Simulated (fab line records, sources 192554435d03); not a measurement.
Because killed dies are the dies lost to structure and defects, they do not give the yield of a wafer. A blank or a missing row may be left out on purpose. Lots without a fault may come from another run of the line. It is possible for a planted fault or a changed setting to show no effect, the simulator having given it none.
Chamber matching -- flow n5_finfet -- N5_BEOL_M1_VIA_ETCH_34 on rie_diel-01: 4 sister chambers
The step etches the open film in C4F6/O2, target depth 67.8 nm, time 64.4 s. 4 wafers are shown with their chamber, then 10 later ones without.

EACH WAFER AND ITS CHAMBER
wafer,chamber,rf_vpp_V (V)
L084.1,0,693
L084.2,1,673
L088.2,3,670
L088.3,2,689

WAFERS WITH NO CHAMBER GIVEN
wafer,rf_vpp_V (V)
L088.5,670
L089.3,694
L089.5,670
L089.6,688
L092.2,688
L092.4,670
L092.6,687
L086.3,689
L086.4,693
L086.5,669

WHICH CHAMBER EACH WENT THROUGH
wafer,from the rows above,in truth
L088.5,3,3
L089.3,0,0
L089.5,3,3
L089.6,2,2
L092.2,2,2
L092.4,3,3
L092.6,2,2
L086.3,2,2
L086.4,0,0
L086.5,3,3
Placed correctly: 10 of 10. From these rows, 0 cannot be placed. Wrongly placed: 0.
How it was worked out, from the rows above alone: a wafer's distance from a chamber is the root of the sum, over the readings, of the square of ((its reading less the chamber's mean) divided by the reading's scatter). If the next closest chamber is less than 2 further off than the closest, the wafer can't be placed; otherwise it belongs to the closest. A chamber's mean is the mean of its shown wafers. The scatter: root of mean squared gap, hidden wafer to nearest shown wafer, with one shown wafer a chamber.
